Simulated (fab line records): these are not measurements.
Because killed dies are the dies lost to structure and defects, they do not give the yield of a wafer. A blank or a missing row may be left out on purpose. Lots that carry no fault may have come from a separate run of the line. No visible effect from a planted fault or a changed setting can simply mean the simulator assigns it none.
2 desks, one fault ; flow n5_finfet ; only its own numbers are on each desk; what lay behind them is given at the end

## THE TOOL OWNER'S DESK: pecvd-03
The tool's own readings at N5_BEOL_M7_DEP_56 (deposits SiCN from 3MS/NH3, target thk 10 nm, time 17.5 s): means of the sampled wafers that have a number, for each lot that ran on this tool. Any lot whose mean is over 4 standard deviations away from the usual mean is out of limits and marked OUT; that distance is given in the brackets.
Columns: A = chamber_pressure_Torr at N5_BEOL_M7_DEP_56, usual 2.999 Torr; B = showerhead_plenum_p_Torr at N5_BEOL_M7_DEP_56, usual 3.670 Torr; C = throttle_valve_pct at N5_BEOL_M7_DEP_56, usual 9.1 %
lot;first seen here;A;B;C
L859;day 9 23:51;3.000;3.674;9.2
L861;day 10 13:58;3.007;3.677;9.2
L866;day 11 15:55;3.000;3.675;9.1
L870;day 13 03:58;2.999;3.658;9.1
L872;day 13 07:18;2.999;3.658;8.9
This desk found nothing out of limits on any of the 5 lots.

## AT THE METROLOGY DESK
What the gauges read for every lot (on any tool): the sampled wafers with a number, averaged. Any lot whose mean is over 4 standard deviations away from the usual mean is out of limits and marked OUT; that distance is given in the brackets.
Columns: A = M7_THK at N5_BEOL_M7_THK_MEAS_53, usual 81.4 nm; B = M7_RS at N5_BEOL_M7_RS_MEAS_57, usual 0.286 ohm/sq
lot;first seen here;A;B
L857;day 9 22:58;79.4;0.294
L859;day 9 23:46;79.4;0.294
L861;day 10 13:52;79.8;0.294
L866;day 11 15:52;79.0;0.293
L870;day 13 03:55;82.2;0.282
L872;day 13 07:14;81.8;0.283
This desk found nothing out of limits on any of the 6 lots.

## BROUGHT TOGETHER
The desk of the tool owner found nothing out of limits.
Metrology desk: nothing out of limits seen.

## WHAT HAD BEEN PUT IN BY THE SIMULATOR
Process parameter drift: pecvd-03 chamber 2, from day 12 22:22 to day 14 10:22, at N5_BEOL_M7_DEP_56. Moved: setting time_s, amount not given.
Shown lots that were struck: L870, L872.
